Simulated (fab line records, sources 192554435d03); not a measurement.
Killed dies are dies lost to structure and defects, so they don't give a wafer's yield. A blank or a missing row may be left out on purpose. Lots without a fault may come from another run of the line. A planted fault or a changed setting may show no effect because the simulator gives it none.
Problem report in the 8D (eight disciplines) form, filled by code | flow n5_finfet | the parts of the form that need people (team, actions taken, sign-off) are left out

1. THE PROBLEM
oes_product_au at N5_BEOL_M3_ETCH_64 reads a mean of 0.28 a.u. on 6 wafers of 2 lots; wafers without a fault read 0.62 a.u. with a standard deviation of 0.056. That is -6.1 standard deviations from the usual mean.
The step: etches SOC in N2/H2, target depth 75 nm, overetch 15 nm, time 112.5 s.
First seen on wafer L634.1, day 10 20:29, on rie_diel-05. The record holds 39 wafers of 14 lots with a number at this step. Rule for "out", or "out of limits": more than 4 standard deviations from the usual mean. The other wafers with a number count as sound.

2. WHAT IT IS AND WHAT IT IS NOT
question                    | is                     | is not
which readings at this step | oes_product_au         | bias_w, chamber_pressure_mTorr, rf_vpp_V, showerhead_plenum_p_Torr, temp_c, throttle_valve_pct
which lots                  | L632, L634             | L617, L619, L620, L621, L622, L623, L626, L627, L628, L638, L639, L640
which wafers of those lots  | all that have a number | -
read on which tools         | rie_diel-05            | rie_diel-01, rie_diel-03
when                        | from day 10 20:29      | up to then (25 sound wafers); but 8 sound wafers of L638, L639, L640 came after

3. SUSPECTS, AND WHAT RULES EACH OUT
Counting: a tool at a process step up to the reading stays a suspect if it ran every lot that is out and no sound lot after the first of them.
- rie_diel-05 at N5_BEOL_M3_DESCUM_16 (chemistry O2, time 7 s): kept. It ran every lot that is out, first L634 (day 10 20:25), and no sound lot after that; its last sound lot up to then is L628 (day 9 13:07).
- rie_diel-05 at N5_BEOL_M3_ETCH_63 (etches SiARC in CF4, target depth 15.6 nm, time 26 s): kept. It ran every lot that is out, first L634 (day 10 20:28), and no sound lot after that; its last sound lot up to then is L628 (day 9 13:10).
- rie_diel-05 at N5_BEOL_M3_ETCH_64 (etches SOC in N2/H2, target depth 75 nm, overetch 15 nm, time 112.5 s): kept. It ran every lot that is out, first L634 (day 10 20:29), and no sound lot after that; its last sound lot up to then is L628 (day 9 13:11). Its own readings are out on those wafers: oes_product_au.
Left after counting: rie_diel-05 at N5_BEOL_M3_DESCUM_16, rie_diel-05 at N5_BEOL_M3_ETCH_63, rie_diel-05 at N5_BEOL_M3_ETCH_64.

4. THE CAUSE (what the simulator had put in)
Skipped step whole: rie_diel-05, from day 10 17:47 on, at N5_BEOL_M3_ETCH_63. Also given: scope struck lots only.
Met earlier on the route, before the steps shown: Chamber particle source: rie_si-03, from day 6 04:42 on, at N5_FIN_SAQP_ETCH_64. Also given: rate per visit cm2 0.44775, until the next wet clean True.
Counting left 3 suspects, and this tool is among them.

5. THE CHAIN OF EFFECTS, in route order
Each row: a reading whose mean over the struck wafers that have a number lies more than 3 standard deviations from the usual. Only readings for which the record gives a usual standard deviation are gone through. hours: the time from each lot's start at the first step in this table that gives one to its start at this step, as a median over the lots. sigmas: the change in usual standard deviations.
hours | step               | reading        | usual     | on struck wafers | change | sigmas
0     | N5_BEOL_M3_ETCH_64 | oes_product_au | 0.62 a.u. | 0.28             | -0.34  | -6.1
The process steps in it:
- N5_BEOL_M3_ETCH_64: etches SOC in N2/H2, target depth 75 nm, overetch 15 nm, time 112.5 s.
Readings that are blank on the struck wafers while sound wafers have them: bias_w at N5_BEOL_M3_ETCH_63; cf4_flow_sccm at N5_BEOL_M3_ETCH_63; drypump_motor_current_A at N5_BEOL_M3_ETCH_63; etch_rf_on_time_s at N5_BEOL_M3_ETCH_63; oes_product_au at N5_BEOL_M3_ETCH_63; rf_vpp_V at N5_BEOL_M3_ETCH_63; showerhead_plenum_p_Torr at N5_BEOL_M3_ETCH_63; throttle_valve_pct at N5_BEOL_M3_ETCH_63; and 1 more.

6. WHAT WOULD HAVE CAUGHT IT SOONER
In this record the first reading out of limits was taken at day 10 20:29, 3 hours after the fault began at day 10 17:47.
At N5_BEOL_M3_ETCH_63 the tool's readings are blank on the struck wafers, where sound wafers have them: an empty tool record is the first sign, and it was there at once.
Of the lots that are out (2), L632 began N5_BEOL_M3_ETCH_63 on rie_diel-05 after day 10 20:29. A hold on the tool at that time would have spared it.
